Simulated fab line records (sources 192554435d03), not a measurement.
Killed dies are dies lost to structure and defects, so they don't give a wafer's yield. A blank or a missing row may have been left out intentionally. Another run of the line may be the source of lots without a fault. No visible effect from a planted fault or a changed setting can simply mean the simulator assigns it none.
Which tool did it? | flow n5 finfet | 7 lots with 18 wafers sampled at 8 steps, on a route of 1938 steps

== WHAT THE GAUGES READ, wafer by wafer ==
N5_BEOL_M13_OVL_MEAS_29. Usual: for M13_OVL the level is 2 nm and the standard deviation is 5.5.
lot  | measured     | on         | M13_OVL (nm) | flag
L559 | day 11 12:51 | overlay-02 | -1 0 2       |
L564 | day 12 18:35 | overlay-01 | -10 0 -1     |
L566 | day 13 00:55 | overlay-02 | -7 -11 -9    |
L567 | day 13 14:37 | overlay-02 | 12 2 1       |
L571 | day 15 09:56 | overlay-02 | 0 -5         |
L576 | day 16 04:54 | overlay-02 | 3 3          |
L578 | day 17 02:18 | overlay-01 | 3 -4         |

N5_BEOL_M13_OCD_MEAS_35. Usual: trench depth nm 415 nm, standard deviation 5.2.
lot  | measured     | on     | trench depth nm (nm) | flag
L559 | day 11 13:29 | ocd-01 | 423 418 420          |
L564 | day 12 19:16 | ocd-01 | 414 412 411          |
L566 | day 13 01:34 | ocd-02 | 412 414 418          |
L567 | day 13 15:15 | ocd-01 | 412 414 414          |
L571 | day 15 10:35 | ocd-01 | 421 627              | OFF
L576 | day 16 05:33 | ocd-02 | 605 404              | OFF
L578 | day 17 02:56 | ocd-01 | 411 610              | OFF

N5_BEOL_M13_THK_MEAS_50: measures by xrf. Usual: for M13_THK the level is 417 nm and the standard deviation is 6.5.
lot  | measured     | on            | M13_THK (nm) | flag
L559 | day 11 15:44 | film metro-02 | 427 423 423  |
L564 | day 12 21:33 | film metro-02 | 413 414 414  |
L566 | day 13 04:45 | film metro-02 | 422 423 425  |
L567 | day 13 18:55 | film metro-01 | 411 412 410  |
L571 | day 15 15:26 | film metro-01 | 417 616      | OFF
L576 | day 16 09:09 | film metro-02 | 610 409      | OFF
L578 | day 17 05:37 | film metro-01 | 410 605      | OFF

N5_BEOL_M13_RS_MEAS_54: uses a four-point probe to measure. Usual: for M13_RS the level is 0.0447 ohm/sq and the standard deviation is 0.00058.
lot  | measured     | on            | M13_RS (ohm/sq)      | flag
L559 | day 11 15:53 | film metro-01 | 0.0439 0.0443 0.0441 |
L564 | day 12 21:41 | film metro-01 | 0.0448 0.0449 0.0452 |
L566 | day 13 04:53 | film metro-02 | 0.0450 0.0448 0.0444 |
L567 | day 13 19:02 | film metro-01 | 0.0449 0.0448 0.0448 |
L571 | day 15 15:34 | film metro-01 | 0.0441 0.0294        | OFF
L576 | day 16 09:17 | film metro-02 | 0.0305 0.0460        | OFF
L578 | day 17 05:46 | film metro-01 | 0.0452 0.0303        | OFF

N5_BEOL_M15_RC_MEAS_101. Usual: COMB_M10 1.47e-11 S/m, standard deviation 2.8e-12; COMB_M11 1.42e-11 S/m, standard deviation 2.7e-12; COMB_M12 6.4e-12 S/m, standard deviation 1.4e-12; COMB_M14 3.6e-12 S/m, standard deviation 8.5e-13; COMB_M15 2.6e-12 S/m, standard deviation 6.2e-13; COMB_M5 3.7e-11 S/m, standard deviation 7.2e-12; COMB_M6 2.6e-11 S/m, standard deviation 6.1e-12; COMB_M7 2.6e-11 S/m, standard deviation 5.7e-12; COMB_M7_max_site 3.7e-11 S/m, standard deviation 8.4e-12; COMB_M8 2.7e-11 S/m, standard deviation 5.1e-12; COMB_M9 1.42e-11 S/m, standard deviation 2.7e-12; SERP_M10 3.05 ohm/um, standard deviation 0.061; SERP_M11 3.05 ohm/um, standard deviation 0.063; SERP_M12 0.640 ohm/um, standard deviation 0.011; SERP_M13 0.306 ohm/um, standard deviation 0.0053; SERP_M13_max_site 0.309 ohm/um, standard deviation 0.0056; SERP_M14 0.161 ohm/um, standard deviation 0.0033; SERP_M5 38.8 ohm/um, standard deviation 1.6; SERP_M6 13.7 ohm/um, standard deviation 0.35; SERP_M7 13.6 ohm/um, standard deviation 0.42; SERP_M8 13.8 ohm/um, standard deviation 0.51; SERP_M8_max_site 14.4 ohm/um, standard deviation 0.57; SERP_M9 3.06 ohm/um, standard deviation 0.07; SERP_M9_max_site 3.14 ohm/um, standard deviation 0.08.
lot  | measured     | on        | COMB_M10 (S/m)             | COMB_M11 (S/m)             | COMB_M12 (S/m)          | COMB_M14 (S/m)          | COMB_M15 (S/m)          | COMB_M5 (S/m)           | COMB_M6 (S/m)           | COMB_M7 (S/m)           | COMB_M7_max_site (S/m)  | COMB_M8 (S/m)           | COMB_M9 (S/m)              | SERP_M10 (ohm/um) | SERP_M11 (ohm/um) | SERP_M12 (ohm/um) | SERP_M13 (ohm/um) | SERP_M13_max_site (ohm/um) | SERP_M14 (ohm/um) | SERP_M5 (ohm/um) | SERP_M6 (ohm/um) | SERP_M7 (ohm/um) | SERP_M8 (ohm/um) | SERP_M8_max_site (ohm/um) | SERP_M9 (ohm/um) | SERP_M9_max_site (ohm/um) | flag
L559 | day 12 03:09 | prober-02 | 1.46e-11 1.34e-11 1.61e-11 | 1.38e-11 1.54e-11 1.44e-11 | 7.1e-12 6.4e-12 4.5e-12 | 4.7e-12 3.3e-12 3.8e-12 | 2.7e-12 2.7e-12 2.5e-12 | 3.7e-11 4.8e-11 4.6e-11 | 1.9e-11 1.8e-11 3e-11   | 3.3e-11 3.5e-11 2.6e-11 | 3.8e-11 4.4e-11 3.2e-11 | 2.8e-11 2.8e-11 3.3e-11 | 1.75e-11 1.73e-11 1.38e-11 | 3.07 3.14 3.04    | 2.93 3.00 2.95    | 0.653 0.628 0.653 | 0.298 0.300 0.297 | 0.302 0.304 0.301          | 0.156 0.156 0.158 | 39.9 38.3 38.5   | 14.1 13.4 13.5   | 13.0 13.7 13.3   | 13.5 13.3 13.5   | 13.9 13.6 13.7            | 3.07 3.10 3.16   | 3.28 3.16 3.27            |
L564 | day 13 10:22 | prober-01 | 1.34e-11 2.01e-11 1.47e-11 | 1.15e-11 1.47e-11 1.04e-11 | 5.4e-12 4.2e-12 5.8e-12 | 3e-12 3.3e-12 2.4e-12   | 2.2e-12 3.3e-12 2.5e-12 | 3.6e-11 4.2e-11 3.8e-11 | 2e-11 2.2e-11 2.5e-11   | 3.9e-11 2.4e-11 2.8e-11 | 6.1e-11 3.6e-11 4.8e-11 | 2.5e-11 2.3e-11 2e-11   | 1.22e-11 1.76e-11 1.08e-11 | 2.99 3.00 3.01    | 2.93 2.94 2.95    | 0.628 0.652 0.623 | 0.303 0.305 0.308 | 0.308 0.306 0.313          | 0.163 0.162 0.158 | 36.0 37.6 38.1   | 13.5 13.6 13.5   | 13.6 14.0 13.6   | 13.2 13.0 12.8   | 14.1 13.5 13.4            | 3.10 3.05 3.12   | 3.15 3.13 3.26            |
L566 | day 13 16:08 | prober-02 | 1.37e-11 1.23e-11 1.46e-11 | 1.7e-11 1.58e-11 1.83e-11  | 8.7e-12 7.7e-12 7.9e-12 | 2.8e-12 3.3e-12 3.2e-12 | 2.9e-12 3.2e-12 2.7e-12 | 2.8e-11 2.5e-11 3.6e-11 | 2.6e-11 3.2e-11 2.5e-11 | 2e-11 2e-11 2.2e-11     | 2.5e-11 3e-11 4e-11     | 2.2e-11 3e-11 1.9e-11   | 1.82e-11 1.3e-11 1.33e-11  | 3.04 3.13 2.97    | 2.94 3.02 2.94    | 0.630 0.627 0.636 | 0.304 0.307 0.299 | 0.308 0.310 0.302          | 0.160 0.157 0.159 | 38.6 38.2 38.0   | 13.0 13.7 13.0   | 14.0 13.2 13.7   | 14.2 13.8 13.9   | 14.8 14.2 14.5            | 2.98 3.13 3.08   | 3.02 3.20 3.15            |
L567 | day 14 12:34 | prober-01 | 8.2e-12 1.43e-11 1.11e-11  | 9.4e-12 1.98e-11 9.8e-12   | 5e-12 4.7e-12 3.8e-12   | 2.7e-12 3.5e-12 3e-12   | 1.8e-12 2.1e-12 2.7e-12 | 3.3e-11 3.5e-11 2.3e-11 | 3.1e-11 4.4e-11 4.2e-11 | 2.9e-11 3.1e-11 3.3e-11 | 4.1e-11 5.1e-11 5.5e-11 | 2.2e-11 2.3e-11 2.7e-11 | 1.63e-11 1.74e-11 1.68e-11 | 3.06 3.01 3.02    | 2.92 3.08 3.06    | 0.647 0.630 0.638 | 0.308 0.305 0.305 | 0.311 0.311 0.309          | 0.165 0.161 0.164 | 41.0 41.0 39.7   | 13.3 14.2 13.8   | 14.2 14.3 14.5   | 14.4 14.5 15.0   | 14.6 15.1 15.2            | 3.14 2.96 3.09   | 3.18 3.17 3.17            |
L571 | day 16 05:19 | prober-02 | 1.11e-11 1.64e-11          | 1.35e-11 8.8e-12           | 4.4e-12 4.1e-12         | 3.3e-12 3e-12           | 2.5e-12 1.9e-12         | 2.7e-11 3.8e-11         | 2.7e-11 2.5e-11         | 2.1e-11 2.9e-11         | 3.6e-11 4.4e-11         | 3.1e-11 2.3e-11         | 1.64e-11 1.27e-11          | 3.00 3.06         | 2.99 2.99         | 0.645 0.647       | 0.302 0.198       | 0.305 0.201                | 0.168 0.162       | 41.2 37.1        | 13.8 13.1        | 13.7 13.4        | 13.4 13.6        | 13.9 14.1                 | 2.89 2.94        | 2.98 3.01                 | OFF
L576 | day 16 22:38 | prober-01 | 1.07e-11 1.37e-11          | 1.47e-11 1.68e-11          | 7.3e-12 8.4e-12         | 3.9e-12 1.6e-12         | 1.3e-12 2.5e-12         | 3.7e-11 3.3e-11         | 2.4e-11 2.3e-11         | 1.9e-11 2.5e-11         | 2.9e-11 2.9e-11         | 2.4e-11 3.1e-11         | 1.59e-11 1.61e-11          | 3.03 3.16         | 3.10 3.16         | 0.642 0.641       | 0.205 0.315       | 0.207 0.318                | 0.157 0.159       | 39.9 39.6        | 13.3 12.9        | 14.0 13.6        | 14.2 13.6        | 14.5 14.3                 | 2.97 3.04        | 3.07 3.08                 | OFF
L578 | day 17 20:19 | prober-01 | 1.6e-11 1.45e-11           | 2.08e-11 1.17e-11          | 7.9e-12 5.8e-12         | 3.3e-12 3.8e-12         | 1.4e-12 1.7e-12         | 5.2e-11 3.1e-11         | 2.5e-11 2.4e-11         | 2.9e-11 3e-11           | 3.8e-11 5e-11           | 3.4e-11 2.3e-11         | 1.56e-11 1.78e-11          | 3.04 2.99         | 3.14 3.12         | 0.654 0.649       | 0.315 0.206       | 0.318 0.207                | 0.161 0.159       | 41.3 40.2        | 13.8 13.7        | 13.5 13.7        | 13.4 13.6        | 13.6 14.8                 | 3.02 3.05        | 3.08 3.11                 | OFF

== TOOL THAT RAN EACH LOT (tool first, then ch and the chambers of the sampled wafers, then the start) ==
lot  | N5_BEOL_M13_TRENCH_ETCH_34         | N5_BEOL_M13_STRIP_37                 | N5_BEOL_M13_DEGAS_41
L559 | rie diel-02 ch 0,1,2, day 11 13:19 | plasma asher-01 ch 0,1, day 11 13:32 | pvd sputter-02, day 11 14:35
L564 | rie diel-02 ch 0,3, day 12 19:05   | plasma asher-01 ch 0,1, day 12 19:18 | pvd sputter-02, day 12 20:26
L566 | rie diel-05 ch 1,2, day 13 01:24   | plasma asher-02 ch 0,1, day 13 01:37 | pvd sputter-03, day 13 03:28
L567 | rie diel-05 ch 1,3, day 13 15:04   | plasma asher-02 ch 0,1, day 13 15:17 | pvd sputter-03, day 13 17:47
L571 | rie diel-02 ch 1,2, day 15 10:24   | plasma asher-02 ch 0,1, day 15 10:37 | pvd sputter-02, day 15 14:07
L576 | rie diel-02 ch 0,3, day 16 05:26   | plasma asher-02 ch 1, day 16 05:36   | pvd sputter-02, day 16 07:53
L578 | rie diel-02 ch 0,3, day 17 02:46   | plasma asher-01 ch 0,1, day 17 02:58 | pvd sputter-03, day 17 04:30
- N5_BEOL_M13_TRENCH_ETCH_34: etches SiOC in C4F8/O2/Ar, target depth 413.47 nm, time 162.6 s.
- N5_BEOL_M13_STRIP_37: strips in N2/H2.
- N5_BEOL_M13_DEGAS_41: time 60 s.

== WHAT THE TOOLS THEMSELVES READ (means of the sampled wafers that have a number; where no wafer has one, the mark that the record gives instead) ==
N5_BEOL_M13_TRENCH_ETCH_34. Usual: bias w 700.0 W, standard deviation 2; drypump motor current A 5.9 A, standard deviation 0.33; he outer torr 29.99 Torr, standard deviation 0.063; oes product au 0.81 a.u., standard deviation 0.083; rf vpp V 665.8 V, standard deviation 1.6; showerhead plenum p Torr 3.43 Torr, standard deviation 0.057; throttle valve pct 24.16 %, standard deviation 0.24.
lot  | tool        | bias w (W) | drypump motor current A (A) | he outer torr (Torr) | oes product au (a.u.) | rf vpp V (V) | showerhead plenum p Torr (Torr) | throttle valve pct (%) | flag
L559 | rie diel-02 | 700.7      | 6.1                         | 30.03                | 0.80                  | 665.9        | 3.44                            | 24.32                  |
L564 | rie diel-02 | 698.8      | 5.6                         | 30.04                | 0.74                  | 665.0        | 3.42                            | 24.05                  |
L566 | rie diel-05 | 702.5      | 5.8                         | 29.99                | 0.82                  | 666.4        | 3.45                            | 23.96                  |
L567 | rie diel-05 | 700.4      | 6.0                         | 29.98                | 0.91                  | 667.1        | 3.49                            | 23.89                  |
L571 | rie diel-02 | 699.7      | 6.3                         | 30.00                | 0.78                  | 665.5        | 3.42                            | 24.44                  |
L576 | rie diel-02 | 699.0      | 5.6                         | 29.96                | 0.72                  | 666.1        | 3.41                            | 24.12                  |
L578 | rie diel-02 | 698.5      | 5.6                         | 29.94                | 0.72                  | 663.9        | 3.41                            | 24.13                  |

N5_BEOL_M13_STRIP_37. Usual: drypump motor current A 5.7 A, standard deviation 0.62; h2 flow sccm 3252 sccm, standard deviation 9.9; heater power w 345 W, standard deviation 28; oes product au 0.785 a.u., standard deviation 0.011; temp c 250.00 C, standard deviation 0.19.
lot  | tool            | drypump motor current A (A) | h2 flow sccm (sccm) | heater power w (W) | oes product au (a.u.) | temp c (C) | flag
L559 | plasma asher-01 | 6.3                         | 3249                | 324                | 0.783                 | 249.86     |
L564 | plasma asher-01 | 6.4                         | 3256                | 329                | 0.791                 | 250.12     |
L566 | plasma asher-02 | 5.5                         | 3250                | 350                | 0.799                 | 249.84     |
L567 | plasma asher-02 | 5.5                         | 3250                | 349                | 0.787                 | 249.84     |
L571 | plasma asher-02 | 5.3                         | 3239                | 356                | 0.792                 | 250.03     |
L576 | plasma asher-02 | 4.9                         | 3253                | 389                | 0.796                 | 249.85     |
L578 | plasma asher-01 | 6.4                         | 3254                | 326                | 0.780                 | 249.91     |

N5_BEOL_M13_DEGAS_41. Usual: heater power w 338 W, standard deviation 36.
lot  | tool           | heater power w (W) | flag
L559 | pvd sputter-02 | 352                |
L564 | pvd sputter-02 | 373                |
L566 | pvd sputter-03 | 305                |
L567 | pvd sputter-03 | 324                |
L571 | pvd sputter-02 | 407                |
L576 | pvd sputter-02 | 351                |
L578 | pvd sputter-03 | 305                |

== THE ANSWER, worked out from the rows above alone ==
Rule: lot off if the mean of its wafers having a number is beyond 3 standard deviations from the usual mean. A lot without any number at a reading at which 4 lots or more have one is off too. Any other lot the step has rows for is counted as sound. Order of review: gauges by route order, followed by the tools' own readings, for which a lot's mean as printed above is used. At the first step where some lot is off, the reading lying furthest off is the one used; lots without a number count as furthest.
Off, at N5_BEOL_M13_OCD_MEAS_35 on trench depth nm: L571, L576, L578.
A tool fits if, at a process step before that reading, it ran every lot that is off, and no sound lot after the first of them. Not tried: the gauges at N5_BEOL_M13_OCD_MEAS_35; whatever is off there is also off at N5_BEOL_M13_THK_MEAS_50, on other tools, and gauge error can't account for it. One fits: N5_BEOL_M13_TRENCH_ETCH_34 on rie diel-02. Its last sound lot is L564 (day 12 19:05), its first lot that is off L571 (day 15 10:24): a fault that began between those two fits.

== WHAT THE SIMULATOR HAD INSERTED ==
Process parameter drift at N5_BEOL_M13_TRENCH_ETCH_34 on rie diel-02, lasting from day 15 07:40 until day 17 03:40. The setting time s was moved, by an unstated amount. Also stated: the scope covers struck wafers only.
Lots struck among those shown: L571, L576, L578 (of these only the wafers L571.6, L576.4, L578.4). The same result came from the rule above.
